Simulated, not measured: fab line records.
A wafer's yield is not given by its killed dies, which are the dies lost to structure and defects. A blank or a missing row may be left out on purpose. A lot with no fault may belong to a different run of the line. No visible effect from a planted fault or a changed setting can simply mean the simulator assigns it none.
Which of the tools did it? / flow n5_finfet / at 1 step of a route of 1938, 9 lots with 27 wafers sampled

WHAT THE GAUGES SHOWED, per wafer
N5_BEOL_M15_CD_MEAS_28: target cd 407.6 nm. Usual: cd_nm 407.6 nm, standard deviation 1.8.
lot=L854; measured=day 12 12:43; on=cd_sem-02; cd_nm (nm)=407.1 406.6 407.5; flag=
lot=L859; measured=day 14 07:47; on=cd_sem-02; cd_nm (nm)=408.3 406.1 408.4; flag=
lot=L861; measured=day 14 14:19; on=cd_sem-02; cd_nm (nm)=407.3 408.4 408.8; flag=
lot=L867; measured=day 17 09:36; on=cd_sem-01; cd_nm (nm)=404.3 407.3 406.6; flag=
lot=L874; measured=day 18 00:20; on=cd_sem-02; cd_nm (nm)=405.8 408.8 406.8; flag=
lot=L871; measured=day 18 00:37; on=cd_sem-01; cd_nm (nm)=405.8 405.4 409.0; flag=
lot=L876; measured=day 18 23:20; on=cd_sem-02; cd_nm (nm)=407.8 405.3 404.9; flag=
lot=L875; measured=day 18 23:40; on=cd_sem-03; cd_nm (nm)=405.6 406.2 407.0; flag=
lot=L877; measured=day 19 20:48; on=cd_sem-02; cd_nm (nm)=406.5 408.5 405.2; flag=

WHICH TOOL RAN EACH LOT (tool, then ch and the chambers of the sampled wafers, then the start)
No process step before these readings appears in the record.

AS READ BY THE TOOLS THEMSELVES (means over the sampled wafers that have a number; for cases with no such wafer, the mark the record gives instead)
The record holds no such reading with a usual standard deviation.

THE ANSWER, worked out from the rows above alone
Rule: take the mean of a lot's wafers that have a number; if it is more than 3 standard deviations from the usual mean, the lot is off. A lot without any number at a reading at which 4 lots or more have one is off too. All remaining lots with rows at the step are treated as sound. The gauges are gone through in route order, then the tools' own readings, and for those a lot's mean is taken as printed above. At the first step where some lot is off, the reading lying furthest off is the one used; lots without a number count as furthest.
No lot is off at any reading shown: from this, nothing can be told.

WHAT HAD BEEN PUT IN BY THE SIMULATOR
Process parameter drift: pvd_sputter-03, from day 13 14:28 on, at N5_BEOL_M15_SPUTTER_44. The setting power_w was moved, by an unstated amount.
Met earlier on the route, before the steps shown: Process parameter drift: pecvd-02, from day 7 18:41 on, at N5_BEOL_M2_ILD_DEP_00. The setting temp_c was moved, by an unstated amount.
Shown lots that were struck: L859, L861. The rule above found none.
